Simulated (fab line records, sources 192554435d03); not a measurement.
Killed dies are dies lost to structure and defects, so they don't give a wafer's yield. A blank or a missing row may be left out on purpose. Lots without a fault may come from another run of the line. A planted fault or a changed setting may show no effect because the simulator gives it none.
Problem report in the 8D (eight disciplines) form, filled by code | flow n5_finfet | the parts of the form that need people (team, actions taken, sign-off) are left out

1. THE PROBLEM
spin_speed_rpm at N5_BEOL_M10_COAT_22 reads a mean of 1649.5 rpm on 6 wafers of 2 lots; wafers without a fault read 1500.1 rpm with a standard deviation of 1. That is +99 or more standard deviations from the usual mean.
The step: resist thk 90 nm.
First seen on wafer L419.2, day 13 01:08, on litho_track-01. The record holds 30 wafers of 10 lots with a number at this step. Rule for "out", or "out of limits": more than 4 standard deviations from the usual mean. The other wafers with a number count as sound.

2. WHAT IT IS AND WHAT IT IS NOT
question                    | is                     | is not
which readings at this step | spin_speed_rpm         | -
which lots                  | L419, L421             | L411, L412, L413, L425, L429, L432, L433, L434
which wafers of those lots  | all that have a number | -
read on which tools         | litho_track-01         | litho_track-03, litho_track-05
when                        | from day 13 01:08      | up to then (9 sound wafers); but 15 sound wafers of L425, L429, L432, L433, L434 came after

3. SUSPECTS, AND WHAT RULES EACH OUT
Counting: a tool at a process step up to the reading stays a suspect if it ran every lot that is out and no sound lot after the first of them.
- litho_track-01 at N5_BEOL_M10_COAT_22 (resist thk 90 nm): kept. It ran every lot that is out, first L419 (day 13 01:08), and no sound lot after that; its last sound lot up to then is L412 (day 10 22:03). Its own readings are out on those wafers: spin_speed_rpm.
Left after counting: litho_track-01 at N5_BEOL_M10_COAT_22.

4. THE CAUSE (what the simulator had put in)
Process parameter drift: litho_track-01, from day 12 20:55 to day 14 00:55, at N5_BEOL_M10_COAT_22. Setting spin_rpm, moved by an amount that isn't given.
Counting left only this tool.

5. THE CHAIN OF EFFECTS, in route order
Each row: a reading whose mean over the struck wafers that have a number lies more than 3 standard deviations from the usual. Only readings for which the record gives a usual standard deviation are gone through. hours: the time from each lot's start at the first step in this table that gives one to its start at this step, as a median over the lots. sigmas: the change in usual standard deviations.
hours | step                | reading        | usual      | on struck wafers | change | sigmas
0     | N5_BEOL_M10_COAT_22 | spin_speed_rpm | 1500.1 rpm | 1649.5           | +149.4 | +99 or more
The process steps in it:
- N5_BEOL_M10_COAT_22: resist thk 90 nm.

6. WHAT WOULD HAVE CAUGHT IT SOONER
In this record the first reading out of limits was taken at day 13 01:08, 4 hours after the fault began at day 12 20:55.
